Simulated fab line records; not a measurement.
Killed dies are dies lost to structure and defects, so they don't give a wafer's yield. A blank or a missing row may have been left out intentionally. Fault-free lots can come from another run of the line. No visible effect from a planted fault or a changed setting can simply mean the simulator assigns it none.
fab line records	flow n5-finfet	part 1 of 2: steps 1 to 3 of 6
[record] lots = 23	wafers = 69	last-day = 17
route steps=1938 shown HKMG_FIN@444 GATE_CUT@492
lots that met no fault: taken from a fault-free run of the same line
start-h: the number of hours between the record's first day and the start of the first shown wafer of the lot	wait-h: time in hours since the lot's previous step	" identical to the entry in the row above	L1.1+2: a row that stands for several wafers	- no value, or no start was given	* or withheld: withheld	< > ~ a bound
route shown NAME@n: names a module that has steps shown in the file, with the first one's number in the route	usual: mean and standard deviation over wafers with no fault	same: alike in all rows	chamber/n: place in a boat	sites: the reading at each site	_std_site: standard deviation of those values	_edge_site: mean of outer sites minus mean of inner sites	radius-mm: how far each site lies from the wafer's centre	mask NAME#n: copy n	behind: the most recent tool/chamber to have shaped the wafer	hold: why the lot was held/for how many hours/how that ended	device: transistor that didn't switch, given as n, p or np	end of line: tests of these same wafers at the route's end	where a step has no rows: the recipe by itself	killed: dies lost to structure and defects at the first sort, not the wafer's yield	map: shows each die of a wafer: x if killed, . if not, _ if none is there
set.NAME: the run value of the setting; set.NAME@STEP: its run value at that earlier step	model.NAME: the simulator's own value behind a step, which no gauge read
a sample of lots followed through the steps of the route, with each step as a table and each wafer as a row
services: a tool's chamber out of use, with start hour (start-h, from the record's first day; less than 0 if before it), hours out, and reason
[[steps]]
[step N5_HKMG_FIN_ETCH_86]
[recipe] chemistry = N2/H2	target = SOC	target-depth-a = 3932	stop-on = TiN	ion-energy-ev = 100	bias-w = 61	pressure-mtorr = 30	source-w = 850	n2-flow-sccm = 200	h2-flow-sccm = 200
[usual] drypump-motor-current-A = 5.8/0.5	oes-product-au = 0.76/0.058	rf-vpp-V = 240.4/1.4	showerhead-plenum-p-Torr = 2.52/0.084	throttle-valve-pct = 17.94/0.22
lot.wafer	tool	chamber	start-h	wait-h	drypump-motor-current-A	oes-product-au	rf-hours-counter-h	rf-vpp-V	showerhead-plenum-p-Torr	throttle-valve-pct
L074.1	rie-diel-05	2	78.14	-	6.5	0.82	90	241.2	2.57	17.70
L074.2	"	1	"	"	6.1	0.75	159	238.2	2.43	17.99
L074.4	"	0	"	"	5.7	0.77	-	241.6	2.55	18.18
L075.1	rie-diel-05	3	84.94	-	5.4	0.78	131	240.1	2.53	17.59
L075.3	"	1	"	"	6.1	0.75	162	238.7	2.43	18.01
L075.4	"	0	"	"	5.7	0.77	145	242.5	2.55	18.19
L076.2	rie-diel-05	1	91.61	-	6.1	0.74	165	239.7	2.43	18.01
L076.3	"	0	"	"	5.7	0.76	148	240.9	2.55	18.18
L076.5	"	3	"	"	5.4	0.77	-	239.0	2.53	17.59
L077.2	rie-diel-06	0	97.23	-	6.5	0.68	219	241.3	2.52	18.12
L077.5	"	1	"	"	5.6	0.75	-	237.7	2.32	17.84
L077.6	"	3	"	"	5.1	0.68	-	241.2	2.50	18.05
L079.1	rie-diel-05	1	109.73	-	6.1	0.74	172	238.7	2.42	18.02
L079.3	"	0	"	"	5.7	0.75	156	240.3	2.54	18.20
L079.4	"	2	"	"	6.5	0.81	102	239.7	2.57	17.70
L080.3	rie-diel-05	3	116.87	-	5.4	0.77	145	241.4	2.52	17.61
L080.4	"	0	"	"	5.7	0.75	158	240.4	2.54	18.21
L080.5	"	2	"	"	6.5	0.80	-	241.7	2.57	17.70
L081.1	rie-diel-04	3	118.47	-	4.9	0.73	136	238.9	2.45	18.05
L081.5	"	1	"	"	5.8	0.91	-	242.0	2.60	17.97
L081.6	"	0	"	"	6.0	0.76	-	241.3	2.68	18.08
L082.3	rie-diel-05	3	125.26	-	5.4	0.76	148	242.4	2.52	17.60
L082.4	"	1	"	"	6.2	0.74	178	240.2	2.42	18.01
L082.6	"	2	"	"	6.5	0.81	-	240.0	2.57	17.73
L083.2	rie-diel-05	2	132.65	-	6.5	0.81	111	240.5	2.56	17.73
L083.4	"	1	"	"	6.1	0.73	181	239.8	2.42	18.03
L083.5	"	0	"	"	5.8	0.75	-	238.7	2.54	18.22
L084.2	rie-diel-04	3	139.15	-	4.9	0.73	144	238.6	2.45	18.05
L084.5	"	3	"	"	4.9	0.73	-	240.0	2.45	18.07
L084.6	"	1	"	"	5.8	0.89	-	242.0	2.59	17.99
L085.2	rie-diel-05	2	144.22	-	6.5	0.79	116	240.3	2.56	17.72
L085.3	"	1	"	"	6.1	0.73	186	237.9	2.42	18.05
L085.4	"	0	"	"	5.7	0.75	168	239.9	2.54	18.21
L086.1	rie-diel-04	2	154.42	-	4.9	0.70	193	241.0	2.63	17.85
L086.3	"	0	"	"	6.0	0.74	135	242.5	2.67	18.10
L086.4	"	1	"	"	5.8	0.88	33	240.7	2.59	17.99
L087.4	rie-diel-05	0	155.68	-	5.8	0.74	173	240.5	2.53	18.21
L087.5	"	2	"	"	6.5	0.79	-	240.4	2.56	17.75
L087.6	"	1	"	"	6.1	0.73	-	239.2	2.42	18.04
L088.3	rie-diel-04	2	162.32	-	4.8	0.71	196	241.2	2.63	17.86
L088.5	"	1	"	"	5.8	0.87	-	240.5	2.59	18.00
L088.6	"	2	"	"	4.8	0.71	-	241.4	2.63	17.84
L089.1	rie-diel-06	0	168.50	-	6.5	0.67	240	240.0	2.52	18.15
L089.3	"	2	"	"	5.6	0.90	20	239.7	2.58	17.41
L089.4	"	3	"	"	5.1	0.91	11	240.2	2.49	17.67
L090.1	rie-diel-04	1	173.86	-	5.8	0.86	41	242.7	2.59	18.02
L090.4	"	2	"	"	4.9	0.70	-	241.4	2.63	17.86
L090.6	"	3	"	"	4.9	0.72	-	237.4	2.44	18.10
L091.2	rie-diel-05	2	179.24	-	6.5	0.79	128	242.1	2.56	17.77
L091.3	"	0	"	"	5.7	0.74	182	241.4	2.53	18.25
L091.5	"	1	"	"	6.1	0.72	-	238.6	2.41	18.05
L092.4	rie-diel-06	1	185.00	-	5.6	0.72	186	238.9	2.31	17.90
L092.5	"	2	"	"	5.6	0.89	-	240.8	2.57	17.42
L092.6	"	3	"	"	5.1	0.90	-	241.6	2.49	17.67
L093.3	rie-diel-05	0	190.33	-	5.7	0.73	186	240.4	2.53	18.24
L093.4	"	2	"	"	6.5	0.78	131	240.1	2.56	17.73
L093.5	"	0	"	"	5.8	0.73	-	240.9	2.53	18.25
L094.1	rie-diel-05	2	197.90	-	6.5	0.78	134	240.3	2.56	17.75
L094.4	"	1	"	"	6.1	0.72	206	240.2	2.41	18.07
L094.6	"	3	"	"	5.4	0.75	-	239.4	2.51	17.66
L095.1	rie-diel-05	2	202.14	-	6.5	0.78	136	240.7	2.55	17.76
L095.3	"	0	"	"	5.8	0.72	191	239.3	2.53	18.26
L095.4	"	1	"	"	6.1	0.71	208	237.9	2.41	18.07
L096.1	rie-diel-04	2	212.00	-	4.9	0.70	216	242.5	2.62	17.89
L096.3	"	1	"	"	5.8	0.84	57	240.6	2.58	18.04
L096.5	"	0	"	"	6.0	0.74	-	243.6	2.67	18.12
L097.3	rie-diel-04	0	213.57	-	6.0	0.74	145	242.3	2.67	18.13
L097.4	"	1	"	"	5.8	0.84	58	242.1	2.58	18.03
L097.6	"	3	"	"	4.9	0.71	-	237.4	2.43	18.11
[step N5_GATE_CUT_ETCH_36]
[recipe] chemistry = CF4	target = SiARC	target-depth-a = 130	mask-material = CAR-EUV	time-s = 21.7	ion-energy-ev = 80	pressure-mtorr = 40	source-w = 545	bias-w = 36	Ar_flow_sccm = 100	cf4-flow-sccm = 100	ends = cleared
[usual] drypump-motor-current-A = 5.6/0.49	etch-rf-on-time-s = 21.7/0.4	oes-product-au = 0.67/0.054	rf-vpp-V = 184.3/1.3	showerhead-plenum-p-Torr = 2.18/0.076	throttle-valve-pct = 15.70/0.19
lot.wafer	tool	chamber	start-h	wait-h	drypump-motor-current-A	etch-rf-on-time-s	oes-product-au	rf-hours-counter-h	rf-vpp-V	showerhead-plenum-p-Torr	throttle-valve-pct
L074.1	rie-diel-01	3	85.12	0.0	5.2	20.8	0.68	126	184.2	2.15	15.75
L074.2	"	2	"	"	4.8	22.1	0.58	248	182.1	2.02	15.89
L074.4	"	1	"	"	5.8	21.8	0.78	11	185.5	2.27	15.65
L075.1	rie-diel-03	0	93.30	0.0	5.3	21.8	0.65	151	183.7	2.15	15.93
L075.3	"	3	"	"	5.8	21.8	0.68	80	185.5	2.25	15.59
L075.4	"	1	"	"	5.2	21.6	0.65	128	184.7	2.15	15.79
L076.2	rie-diel-02	3	99.44	0.0	5.6	22.0	0.76	28	185.5	2.27	15.47
L076.3	"	1	"	"	4.9	22.4	0.62	177	182.5	2.05	15.32
L076.5	"	3	"	"	5.6	22.0	0.77	-	185.9	2.27	15.46
L077.2	rie-diel-03	2	104.26	0.0	6.5	21.9	0.65	135	186.1	2.23	15.42
L077.5	"	2	"	"	6.5	21.7	0.66	-	185.4	2.23	15.43
L077.6	"	1	"	"	5.2	21.9	0.64	-	184.4	2.15	15.81
L079.1	rie-diel-02	0	116.99	0.0	5.3	22.2	0.63	151	182.5	2.14	15.78
L079.3	"	1	"	"	4.9	22.6	0.61	185	184.9	2.05	15.34
L079.4	"	3	"	"	5.6	22.0	0.76	36	184.2	2.27	15.48
L080.3	rie-diel-02	2	123.85	0.0	6.1	21.6	0.68	94	183.0	1.99	15.86
L080.4	"	3	"	"	5.6	21.9	0.75	37	185.4	2.27	15.49
L080.5	"	3	"	"	5.6	21.9	0.75	-	186.4	2.27	15.47
L081.1	rie-diel-03	0	125.44	0.0	5.3	21.5	0.64	162	185.1	2.15	15.96
L081.5	"	1	"	"	5.2	21.8	0.64	-	184.8	2.15	15.81
L081.6	"	0	"	"	5.3	21.8	0.64	-	184.0	2.15	15.93
L082.3	rie-diel-03	0	132.41	0.0	5.3	21.7	0.64	164	183.5	2.15	15.95
L082.4	"	1	"	"	5.2	22.0	0.63	141	184.1	2.15	15.82
L082.6	"	0	"	"	5.3	21.7	0.64	-	183.0	2.15	15.93
L083.2	rie-diel-02	0	139.71	0.0	5.3	21.9	0.63	158	184.6	2.14	15.79
L083.4	"	2	"	"	6.1	21.4	0.68	101	181.8	1.99	15.87
L083.5	"	3	"	"	5.6	21.9	0.74	-	184.4	2.27	15.50
L084.2	rie-diel-03	1	146.44	0.0	5.2	21.9	0.63	146	183.0	2.14	15.85
L084.5	"	3	"	"	5.8	22.0	0.67	-	184.8	2.24	15.62
L084.6	"	0	"	"	5.3	21.7	0.63	-	184.6	2.15	15.95
L085.2	rie-diel-03	2	151.47	0.0	6.5	21.6	0.65	150	182.7	2.23	15.46
L085.3	"	1	"	"	5.2	21.7	0.64	147	184.4	2.14	15.83
L085.4	"	3	"	"	5.8	21.7	0.67	101	185.6	2.24	15.62
L086.1	rie-diel-03	1	161.68	0.0	5.2	21.6	0.63	149	183.2	2.14	15.81
L086.3	"	3	"	"	5.8	21.8	0.66	103	184.8	2.24	15.63
L086.4	"	1	"	"	5.2	21.7	0.63	-	184.8	2.14	15.83
L087.4	rie-diel-03	3	162.62	0.0	5.8	21.9	0.66	103	184.5	2.24	15.63
L087.5	"	3	"	"	5.9	22.0	0.67	-	185.1	2.24	15.62
L087.6	"	0	"	"	5.3	21.5	0.63	-	184.2	2.14	15.97
L088.3	rie-diel-01	3	170.65	0.0	5.2	20.9	0.66	153	185.0	2.14	15.81
L088.5	"	1	"	"	5.8	21.8	0.73	-	185.9	2.26	15.69
L088.6	"	2	"	"	4.8	21.1	0.81	-	184.5	2.26	15.41
L089.1	rie-diel-03	0	175.67	0.0	5.3	21.7	0.63	177	182.6	2.14	15.96
L089.3	"	1	"	"	5.2	21.7	0.62	152	183.5	2.14	15.84
L089.4	"	3	"	"	5.8	22.0	0.65	107	185.8	2.24	15.63
L090.1	rie-diel-01	0	181.86	0.0	6.1	22.0	0.60	188	184.5	2.22	15.77
L090.4	"	3	"	"	5.2	20.7	0.66	-	184.1	2.14	15.81
L090.6	"	2	"	"	4.8	20.9	0.80	-	186.7	2.26	15.41
L091.2	rie-diel-01	2	187.93	0.0	4.8	21.0	0.79	19	186.1	2.26	15.41
L091.3	"	0	"	"	6.1	22.3	0.60	190	184.7	2.22	15.79
L091.5	"	0	"	"	6.1	22.3	0.60	-	185.8	2.22	15.79
L092.4	rie-diel-03	1	193.40	0.0	5.2	21.8	0.63	157	184.5	2.14	15.84
L092.5	"	2	"	"	6.4	21.7	0.63	-	185.4	2.22	15.46
L092.6	"	1	"	"	5.2	21.7	0.63	-	185.2	2.14	15.85
L093.3	rie-diel-01	0	197.73	0.0	6.1	22.5	0.60	194	184.3	2.22	15.79
L093.4	"	3	"	"	5.2	21.2	0.65	162	183.1	2.13	15.82
L093.5	"	3	"	"	5.2	21.2	0.64	-	181.9	2.13	15.81
L094.1	rie-diel-03	2	205.02	0.0	6.4	22.2	0.63	162	184.4	2.22	15.47
L094.4	"	1	"	"	5.2	21.9	0.62	160	183.6	2.14	15.85
L094.6	"	1	"	"	5.2	21.7	0.62	-	185.6	2.14	15.86
L095.1	rie-diel-01	1	209.37	0.0	5.8	21.9	0.73	46	185.6	2.25	15.72
L095.3	"	2	"	"	4.8	21.0	0.78	26	185.8	2.26	15.42
L095.4	"	0	"	"	6.2	22.4	0.60	197	184.1	2.21	15.80
L096.1	rie-diel-01	3	219.18	0.0	5.2	21.1	0.65	167	185.1	2.13	15.82
L096.3	"	1	"	"	5.8	22.2	0.71	48	184.5	2.25	15.72
L096.5	"	2	"	"	4.8	21.3	0.78	-	184.2	2.26	15.44
L097.3	rie-diel-02	3	220.61	0.0	5.6	22.1	0.72	65	185.7	2.26	15.53
L097.4	"	2	"	"	6.1	21.5	0.66	120	181.1	1.99	15.90
L097.6	"	2	"	"	6.1	21.3	0.66	-	181.8	1.99	15.90
[step N5_GATE_CUT_STRIP_41]
[recipe] chemistry = CF4	resist = SiARC	power-w = 300	bias-power-w = 75	pressure-mtorr = 50	cf4-flow-sccm = 150	rf-frequency-hz = 6e+07
[usual] bias-power-w = 74.98/0.24	drypump-motor-current-A = 5.5/0.49	oes-product-au = 0.180/0.014	rf-vpp-V = 271.6/1.6	showerhead-plenum-p-Torr = 1.82/0.064	throttle-valve-pct = 13.66/0.2
lot.wafer	tool	chamber	start-h	wait-h	bias-power-w	drypump-motor-current-A	oes-product-au	rf-hours-counter-h	rf-vpp-V	showerhead-plenum-p-Torr	throttle-valve-pct
L074.1	rie-diel-01	3	85.29	0.0	74.86	5.2	0.179	126	271.3	1.78	13.67
L074.2	"	2	"	"	75.00	4.8	0.155	248	269.9	1.68	13.85
L074.4	"	1	"	"	75.33	5.8	0.209	11	273.5	1.91	13.60
L075.1	rie-diel-03	0	93.47	0.0	75.23	5.3	0.177	151	271.4	1.81	13.90
L075.3	"	3	"	"	74.70	5.8	0.185	80	272.5	1.88	13.54
L075.4	"	1	"	"	75.22	5.2	0.172	128	271.4	1.80	13.74
L076.2	rie-diel-02	3	99.61	0.0	75.07	5.6	0.210	28	273.5	1.89	13.36
L076.3	"	1	"	"	74.76	4.9	0.175	177	269.7	1.71	13.30
L076.5	"	3	"	"	74.98	5.6	0.211	-	273.1	1.89	13.36
L077.2	rie-diel-03	2	104.43	0.0	74.69	6.5	0.176	135	272.8	1.87	13.41
L077.5	"	2	"	"	75.10	6.4	0.176	-	272.1	1.87	13.39
L077.6	"	1	"	"	75.03	5.2	0.178	-	271.2	1.80	13.74
L079.1	rie-diel-02	0	117.16	0.0	74.93	5.3	0.168	151	272.0	1.78	13.70
L079.3	"	1	"	"	74.77	4.9	0.171	185	270.1	1.71	13.32
L079.4	"	3	"	"	75.22	5.6	0.203	36	271.8	1.89	13.38
L080.3	rie-diel-02	2	124.02	0.0	75.07	6.1	0.182	94	269.3	1.67	13.78
L080.4	"	3	"	"	75.04	5.6	0.200	37	274.5	1.89	13.39
L080.5	"	3	"	"	74.51	5.6	0.201	-	274.2	1.89	13.40
L081.1	rie-diel-03	0	125.61	0.0	75.33	5.3	0.168	162	271.3	1.80	13.92
L081.5	"	1	"	"	74.68	5.2	0.167	-	271.6	1.79	13.74
L081.6	"	0	"	"	74.94	5.3	0.172	-	271.1	1.80	13.92
L082.3	rie-diel-03	0	132.58	0.0	75.30	5.3	0.169	164	270.8	1.80	13.93
L082.4	"	1	"	"	75.24	5.2	0.170	141	270.0	1.79	13.76
L082.6	"	0	"	"	75.15	5.3	0.172	-	271.0	1.80	13.94
L083.2	rie-diel-02	0	139.88	0.0	75.27	5.3	0.175	158	271.2	1.78	13.72
L083.4	"	2	"	"	74.97	6.1	0.187	101	268.0	1.67	13.80
L083.5	"	3	"	"	75.04	5.6	0.199	-	272.8	1.88	13.39
L084.2	rie-diel-03	1	146.61	0.0	75.18	5.2	0.171	146	270.4	1.79	13.77
L084.5	"	3	"	"	74.57	5.8	0.183	-	272.1	1.87	13.60
L084.6	"	0	"	"	74.67	5.3	0.172	-	271.6	1.80	13.95
L085.2	rie-diel-03	2	151.64	0.0	75.09	6.4	0.178	150	272.3	1.86	13.46
L085.3	"	1	"	"	75.52	5.2	0.178	147	270.4	1.79	13.77
L085.4	"	3	"	"	74.73	5.9	0.182	101	272.6	1.87	13.59
L086.1	rie-diel-03	1	161.85	0.0	74.53	5.2	0.167	149	271.6	1.79	13.77
L086.3	"	3	"	"	74.84	5.8	0.175	103	273.6	1.87	13.58
L086.4	"	1	"	"	74.93	5.2	0.164	-	270.9	1.79	13.78
L087.4	rie-diel-03	3	162.79	0.0	74.97	5.8	0.183	104	272.1	1.87	13.58
L087.5	"	3	"	"	74.67	5.8	0.181	-	274.9	1.87	13.61
L087.6	"	0	"	"	74.94	5.3	0.172	-	270.3	1.80	13.97
L088.3	rie-diel-01	3	170.82	0.0	74.78	5.2	0.177	153	271.8	1.78	13.72
L088.5	"	1	"	"	74.97	5.8	0.203	-	273.0	1.90	13.66
L088.6	"	2	"	"	75.05	4.8	0.213	-	272.4	1.89	13.30
L089.1	rie-diel-03	0	175.84	0.0	74.89	5.3	0.180	178	271.7	1.80	13.95
L089.3	"	1	"	"	75.32	5.2	0.170	152	270.5	1.79	13.78
L089.4	"	3	"	"	74.90	5.8	0.184	107	273.4	1.87	13.60
L090.1	rie-diel-01	0	182.03	0.0	74.69	6.1	0.164	188	272.1	1.87	13.81
L090.4	"	3	"	"	75.22	5.2	0.173	-	271.0	1.78	13.74
L090.6	"	2	"	"	75.56	4.8	0.212	-	273.4	1.88	13.34
L091.2	rie-diel-01	2	188.10	0.0	74.86	4.8	0.218	19	274.0	1.88	13.33
L091.3	"	0	"	"	75.03	6.1	0.166	190	271.4	1.87	13.81
L091.5	"	0	"	"	74.92	6.1	0.172	-	272.2	1.87	13.81
L092.4	rie-diel-03	1	193.57	0.0	75.11	5.2	0.166	157	269.9	1.79	13.78
L092.5	"	2	"	"	74.88	6.4	0.168	-	271.8	1.86	13.48
L092.6	"	1	"	"	75.11	5.2	0.175	-	271.0	1.79	13.78
L093.3	rie-diel-01	0	197.90	0.0	74.71	6.2	0.169	194	271.7	1.86	13.81
L093.4	"	3	"	"	74.62	5.2	0.178	162	270.1	1.77	13.73
L093.5	"	3	"	"	74.46	5.2	0.171	-	271.2	1.77	13.75
L094.1	rie-diel-03	2	205.19	0.0	75.12	6.5	0.176	162	272.9	1.86	13.48
L094.4	"	1	"	"	74.94	5.2	0.168	160	270.4	1.79	13.78
L094.6	"	1	"	"	74.87	5.2	0.168	-	271.2	1.79	13.81
L095.1	rie-diel-01	1	209.54	0.0	74.98	5.8	0.194	46	272.6	1.90	13.69
L095.3	"	2	"	"	75.09	4.8	0.213	26	272.6	1.88	13.34
L095.4	"	0	"	"	75.23	6.1	0.162	197	271.5	1.86	13.82
L096.1	rie-diel-01	3	219.35	0.0	74.98	5.2	0.168	167	271.1	1.77	13.75
L096.3	"	1	"	"	75.11	5.8	0.187	48	273.0	1.90	13.67
L096.5	"	2	"	"	74.56	4.8	0.207	-	273.9	1.88	13.35
L097.3	rie-diel-02	3	220.79	0.0	75.30	5.6	0.192	65	270.8	1.88	13.44
L097.4	"	2	"	"	75.22	6.1	0.182	120	267.9	1.67	13.85
L097.6	"	2	"	"	75.38	6.0	0.175	-	268.4	1.67	13.84
